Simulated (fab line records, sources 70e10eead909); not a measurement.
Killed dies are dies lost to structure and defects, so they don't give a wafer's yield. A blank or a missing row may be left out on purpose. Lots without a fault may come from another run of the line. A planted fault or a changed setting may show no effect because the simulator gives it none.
A struck lot beside a sound one | flow nand_harc | 18 steps out of a route of 1159
Sound: wafers L683.2, L683.5, L683.6. Struck: wafers L686.1, L686.2, L686.4. The cause comes at the end.
At each step with rows: each side's tool, then ch and its chambers, then its first start. Under that, the readings that differ: sound wafers | struck wafers | difference of the means | sigmas: that difference in standard deviations of wafers without a fault.
alike: readings whose means differ by less than 2 such deviations, and words and numbers that are the same on both sides. not compared: withheld readings, readings that some wafer has no value for, bounds like >300 that may hide the same value, and numbers for which the record gives no deviation and whose values overlap.
The two part at a step that has a row with sigmas, a row that says differs or no value, or rows on one side only. Numbers that don't overlap but have no deviation are shown without sigmas and don't part them. A reading that every wafer of one side lacks parts them only if that side has two wafers or more.

first, 1 step without rows for these wafers: NHARC_A_M0_SRD_25.
NHARC_A_M0_INSPECT_27:
  sound on defect_inspect-01, day 19 12:02; struck on defect_inspect-02, day 20 11:31
  alike: raw_defect_count
NHARC_A_M0_PRE_CLEAN_31: time 12 s.
  sound on pecvd-04 ch 1,2, day 19 12:06; struck on pecvd-02 ch 0,2, day 20 11:35
  alike: heater_power_w, rf_fwd_power_W
NHARC_A_M0_DEP_32: deposits SiCN, target thk 30 nm.
  sound on pecvd-04 ch 1,2, day 19 12:11; struck on pecvd-02 ch 0,2, day 20 11:40
  alike: heater_power_w, rf_fwd_power_W
then, 7 steps without rows for these wafers: NHARC_A_M1_DEP_00 (deposits SiOC, target thk 182.5 nm); NHARC_A_M1_DEHYDRATE_01 (time 120 s); NHARC_A_M1_HMDS_02 (time 30 s); NHARC_A_M1_COAT_34 (time 65 s); NHARC_A_M1_COAT_03 (resist thk 90 nm); NHARC_A_M1_SOFTBAKE_04 (time 55 s); NHARC_A_M1_EBR_05.
NHARC_A_M1_EXPOSE_06: exposes mask A M1, target cd 120 nm.
  sound on arfi_scanner-02 ch 0, day 19 13:10; struck on arfi_scanner-03 ch 0, day 20 13:02
  reading                      | sound                | struck            | difference | sigmas
  model.A_M1.overlay_x_nm (nm) | -1.939 -1.939 -1.939 | 29.43 29.43 29.43 | +31.37     |
  alike: mask
then, 2 steps without rows for these wafers: NHARC_A_M1_PEB_07 (peb time 65 s); NHARC_A_M1_DEVELOP_08 (develop time 35 s).
NHARC_A_M1_CD_MEAS_09: target cd 120 nm.
  sound on cd_sem-02 ch 0, day 19 13:19; struck on cd_sem-03 ch 0, day 20 13:10
  alike: cd_nm
NHARC_A_M1_OVL_MEAS_10: pitch 240 nm.
  sound on overlay-01, day 19 13:23; struck on overlay-02, day 20 13:16
  reading           | sound          | struck         | difference | sigmas
  overlay_x_nm (nm) | -2.6 -1.3 -2.5 | 29.2 29.9 30.2 | +31.9      | +29
  overlay_y_nm (nm) | 0.7 0.7 1.3    | -1.5 -1.5 -1.6 | -2.4       | -3
NHARC_A_M1_INSPECT_11:
  sound on defect_inspect-02, day 19 13:26; struck on defect_inspect-02, day 20 13:18
  alike: raw_defect_count
-- the record jumps here: 3 days lie between the struck wafers' starts before and after (it left off in module A_M1 and takes up again in module END, whose first step shown is number 1159 of the route) --
NHARC_END_SORT_01:
  the record has rows for the struck wafers here (prober-01 ch 0, day 24 00:16) and none for the sound ones

WHERE THEY PART
First at NHARC_A_M1_OVL_MEAS_10; last, within this record, at NHARC_END_SORT_01.

WHY: what the simulator had put in
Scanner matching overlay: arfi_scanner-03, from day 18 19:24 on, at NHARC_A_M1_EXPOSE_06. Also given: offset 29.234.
